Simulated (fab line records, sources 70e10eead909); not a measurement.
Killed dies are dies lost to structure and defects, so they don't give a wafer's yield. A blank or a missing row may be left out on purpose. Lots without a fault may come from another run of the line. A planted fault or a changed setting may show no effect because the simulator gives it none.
Which tool did it? | flow nand_harc | 12 lots, 35 wafers sampled, at 6 steps of a route of 1159

WHAT THE GAUGES READ, wafer by wafer
NHARC_A_ONON_D1_THK_MEAS_02: measures by ellipsometry. Usual: thk_nm 1000 nm, standard deviation 11.
lot  | measured     | on            | thk_nm (nm)    | flag
L702 | day 8 04:34  | film_metro-02 | 1015 1014 1016 |
L701 | day 8 04:34  | film_metro-01 | 997 999 997    |
L705 | day 8 18:31  | film_metro-01 | 1469 1000 1471 | OFF
L707 | day 9 02:08  | film_metro-01 | 1475 1006 1005 | OFF
L708 | day 9 05:31  | film_metro-01 | 1017 1019 1018 |
L711 | day 9 23:50  | film_metro-01 | 1469 999       | OFF
L717 | day 11 11:18 | film_metro-02 | 985 986 987    |
L716 | day 11 11:18 | film_metro-01 | 1002 1002 1002 |
L721 | day 12 04:02 | film_metro-02 | 984 985 983    |
L720 | day 12 04:02 | film_metro-01 | 990 990 989    |
L724 | day 12 22:22 | film_metro-02 | 985 988 984    |
L723 | day 13 04:05 | film_metro-02 | 992 993 993    |

NHARC_END_SORT_01. Usual: killed_at_array 29, standard deviation 12; killed_at_other 0.7, standard deviation 1; killed_at_periphery 4, standard deviation 3.2; killed_dies 34, standard deviation 12; killed_open 3.4, standard deviation 2; killed_short 1.8, standard deviation 1.3.
lot  | measured     | on        | killed_at_array | killed_at_other | killed_at_periphery | killed_dies | killed_open | killed_short | flag
L705 | day 20 17:36 | prober-01 | 670 33 673      | 2 3 1           | 5 7 3               | 677 43 677  | 5 5 4       | 1 1 1        | OFF
L707 | day 21 00:21 | prober-02 | 674 35 26       | 0 0 0           | 3 5 6               | 677 40 32   | 2 5 4       | 2 2 2        | OFF
L711 | day 21 17:17 | prober-01 | 674 34          | 0 0             | 3 3                 | 677 37      | 1 3         | 2 1          | OFF

WHICH TOOL RAN EACH LOT (tool, then ch and the chambers of the sampled wafers, then the start)
lot  | NHARC_P_BONDPAD_DESCUM_11          | NHARC_P_BONDPAD_PRE_CLEAN_26            | NHARC_A_ZERO_WELL_DESCUM_12        | NHARC_A_ONON_D1_DEP_00
L702 | rie_diel-05 ch 1,2,3, day 6 20:03  | pvd_sputter-02, day 7 00:29 or earlier  | rie_diel-06 ch 2,3, day 7 00:29    | pecvd_onon-02 ch 0, day 8 04:07
L701 | rie_diel-12 ch 0,2,3, day 6 20:30  | pvd_sputter-01, day 7 00:57 or earlier  | rie_diel-07 ch 0,1,3, day 7 00:57  | pecvd_onon-01 ch 0, day 8 04:07
L705 | rie_diel-12 ch 0,1,2, day 7 15:40  | pvd_sputter-01, day 7 19:37 or earlier  | rie_diel-11 ch 0,2,3, day 7 19:37  | pecvd_onon-01 ch 0, day 8 17:59
L707 | rie_diel-01 ch 0,1,3, day 7 23:40  | pvd_sputter-01, day 8 03:50 or earlier  | rie_diel-06 ch 0,2, day 8 03:50    | pecvd_onon-01 ch 0, day 9 01:37
L708 | rie_diel-01 ch 1,3, day 8 02:23    | pvd_sputter-03, day 8 06:54 or earlier  | rie_diel-07 ch 2,3, day 8 06:54    | pecvd_onon-03 ch 0, day 9 05:04
L711 | rie_diel-12 ch 0,2, day 8 21:38    | pvd_sputter-02, day 9 01:35 or earlier  | rie_diel-07 ch 1,2, day 9 01:35    | pecvd_onon-01 ch 0, day 9 23:20
L717 | rie_diel-12 ch 0,1,3, day 10 10:10 | pvd_sputter-02, day 10 14:22 or earlier | rie_diel-11 ch 2,3, day 10 14:22   | pecvd_onon-03 ch 0, day 11 10:47
L716 | rie_diel-01 ch 0,1,2, day 10 10:59 | pvd_sputter-02, day 10 15:09 or earlier | rie_diel-06 ch 0,1,2, day 10 15:09 | pecvd_onon-02 ch 0, day 11 10:47
L721 | rie_diel-01 ch 0,2,3, day 11 01:23 | pvd_sputter-01, day 11 05:35 or earlier | rie_diel-11 ch 1,2, day 11 05:35   | pecvd_onon-02 ch 0, day 12 03:35
L720 | rie_diel-01 ch 0,2,3, day 11 03:47 | pvd_sputter-03, day 11 07:54 or earlier | rie_diel-11 ch 0,1,2, day 11 07:54 | pecvd_onon-03 ch 0, day 12 03:39
L724 | rie_diel-01 ch 0,1,2, day 11 20:26 | pvd_sputter-01, day 12 00:40 or earlier | rie_diel-11 ch 0,2,3, day 12 00:40 | pecvd_onon-01 ch 0, day 12 21:52
L723 | rie_diel-01 ch 0,2, day 12 01:19   | pvd_sputter-03, day 12 05:17 or earlier | rie_diel-11 ch 0,2,3, day 12 05:17 | pecvd_onon-03 ch 0, day 13 03:38
- NHARC_P_BONDPAD_DESCUM_11: chemistry O2, time 3 s.
- NHARC_P_BONDPAD_PRE_CLEAN_26: time 30 s.
- NHARC_A_ZERO_WELL_DESCUM_12: chemistry O2, time 3 s.
- NHARC_A_ONON_D1_DEP_00: target thk 1000 nm.

WHAT THE TOOLS THEMSELVES READ (means of the sampled wafers that have a number; where no wafer has one, the mark that the record gives instead)
NHARC_P_BONDPAD_DESCUM_11. Usual: drypump_motor_current_A 6.0 A, standard deviation 0.58; oes_product_au 0.997 a.u., standard deviation 0.0064; rf_vpp_V 58.1 V, standard deviation 0.93; showerhead_plenum_p_Torr 1.99 Torr, standard deviation 0.059; throttle_valve_pct 11.311 %, standard deviation 0.0087.
lot  | tool        | drypump_motor_current_A (A) | oes_product_au (a.u.) | rf_vpp_V (V) | showerhead_plenum_p_Torr (Torr) | throttle_valve_pct (%) | flag
L702 | rie_diel-05 | 6.2                         | 1.000                 | 57.9         | 1.96                            | 11.310                 |
L701 | rie_diel-12 | 5.7                         | 1.008                 | 58.1         | 1.91                            | 11.308                 |
L705 | rie_diel-12 | 5.8                         | 1.001                 | 57.4         | 1.93                            | 11.317                 |
L707 | rie_diel-01 | 6.3                         | 0.992                 | 58.1         | 1.98                            | 11.305                 |
L708 | rie_diel-01 | 6.4                         | 1.001                 | 57.7         | 1.98                            | 11.321                 |
L711 | rie_diel-12 | 5.8                         | 1.000                 | 57.3         | 1.86                            | 11.322                 |
L717 | rie_diel-12 | 5.7                         | 0.994                 | 58.6         | 2.04                            | 11.322                 |
L716 | rie_diel-01 | 5.8                         | 0.996                 | 58.5         | 2.00                            | 11.301                 |
L721 | rie_diel-01 | 6.0                         | 0.998                 | 58.7         | 1.98                            | 11.319                 |
L720 | rie_diel-01 | 6.0                         | 0.999                 | 57.4         | 1.98                            | 11.311                 |
L724 | rie_diel-01 | 5.8                         | 1.001                 | 58.1         | 2.00                            | 11.311                 |
L723 | rie_diel-01 | 6.0                         | 0.996                 | 59.2         | 1.99                            | 11.313                 |

NHARC_P_BONDPAD_PRE_CLEAN_26. Usual: heater_power_w 429 W, standard deviation 42.
lot  | tool           | heater_power_w (W) | flag
L702 | pvd_sputter-02 | 437                |
L701 | pvd_sputter-01 | 448                |
L705 | pvd_sputter-01 | 436                |
L707 | pvd_sputter-01 | 462                |
L708 | pvd_sputter-03 | 420                |
L711 | pvd_sputter-02 | 448                |
L717 | pvd_sputter-02 | 425                |
L716 | pvd_sputter-02 | 456                |
L721 | pvd_sputter-01 | 455                |
L720 | pvd_sputter-03 | 389                |
L724 | pvd_sputter-01 | 451                |
L723 | pvd_sputter-03 | 408                |

NHARC_A_ZERO_WELL_DESCUM_12. Usual: drypump_motor_current_A 5.9 A, standard deviation 0.48; oes_product_au 0.999 a.u., standard deviation 0.0079; rf_vpp_V 57.9 V, standard deviation 0.87; showerhead_plenum_p_Torr 1.93 Torr, standard deviation 0.071; throttle_valve_pct 11.311 %, standard deviation 0.0081.
lot  | tool        | drypump_motor_current_A (A) | oes_product_au (a.u.) | rf_vpp_V (V) | showerhead_plenum_p_Torr (Torr) | throttle_valve_pct (%) | flag
L702 | rie_diel-06 | 6.0                         | 1.001                 | 57.9         | 1.97                            | 11.312                 |
L701 | rie_diel-07 | 5.4                         | 1.010                 | 58.7         | 1.95                            | 11.314                 |
L705 | rie_diel-11 | 5.9                         | 1.000                 | 57.6         | 1.91                            | 11.308                 |
L707 | rie_diel-06 | 6.2                         | 1.001                 | 57.9         | 1.94                            | 11.306                 |
L708 | rie_diel-07 | 5.9                         | 0.999                 | 57.7         | 1.95                            | 11.313                 |
L711 | rie_diel-07 | 5.8                         | 1.004                 | 58.9         | 2.01                            | 11.315                 |
L717 | rie_diel-11 | 5.5                         | 0.990                 | 58.0         | 1.92                            | 11.311                 |
L716 | rie_diel-06 | 5.9                         | 1.000                 | 57.3         | 1.91                            | 11.317                 |
L721 | rie_diel-11 | 6.4                         | 0.999                 | 58.4         | 1.97                            | 11.305                 |
L720 | rie_diel-11 | 6.3                         | 0.990                 | 57.5         | 1.93                            | 11.317                 |
L724 | rie_diel-11 | 5.9                         | 0.994                 | 57.7         | 1.91                            | 11.315                 |
L723 | rie_diel-11 | 5.9                         | 1.000                 | 57.8         | 1.91                            | 11.306                 |

NHARC_A_ONON_D1_DEP_00. Usual: nh3_flow_sccm 499.7 sccm, standard deviation 1.7.
lot  | tool          | nh3_flow_sccm (sccm) | flag
L702 | pecvd_onon-02 | 499.8                |
L701 | pecvd_onon-01 | 500.3                |
L705 | pecvd_onon-01 | 499.2                |
L707 | pecvd_onon-01 | 498.0                |
L708 | pecvd_onon-03 | 497.8                |
L711 | pecvd_onon-01 | 501.1                |
L717 | pecvd_onon-03 | 503.0                |
L716 | pecvd_onon-02 | 501.8                |
L721 | pecvd_onon-02 | 497.0                |
L720 | pecvd_onon-03 | 499.4                |
L724 | pecvd_onon-01 | 499.4                |
L723 | pecvd_onon-03 | 499.0                |

THE ANSWER, worked out from the rows above alone
Rule: a lot is off if the mean of its wafers that have a number lies more than 3 standard deviations from the usual mean. A lot without any number at a reading at which 4 lots or more have one is off too. The other lots that the step has rows for count as sound. The gauges are gone through in route order, then the tools' own readings, and for those a lot's mean is taken as printed above. The first step at which some lot is off is used, and at that step the reading that is off furthest; a lot without a number counts as furthest.
Off: L705, L707, L711, at NHARC_A_ONON_D1_THK_MEAS_02 (thk_nm).
A tool fits if, at a process step before that reading, it ran every lot that is off, and no sound lot after the first of them. The gauges at NHARC_A_ONON_D1_THK_MEAS_02 aren't tried: what is off there is off at NHARC_END_SORT_01 too, on other tools, and a gauge's error can't cause that. NHARC_P_BONDPAD_PRE_CLEAN_26 gives no start for some lots, so the hours and the order of its lots are those of NHARC_A_ZERO_WELL_DESCUM_12. None of those tried fits.

WHAT THE SIMULATOR HAD PUT IN
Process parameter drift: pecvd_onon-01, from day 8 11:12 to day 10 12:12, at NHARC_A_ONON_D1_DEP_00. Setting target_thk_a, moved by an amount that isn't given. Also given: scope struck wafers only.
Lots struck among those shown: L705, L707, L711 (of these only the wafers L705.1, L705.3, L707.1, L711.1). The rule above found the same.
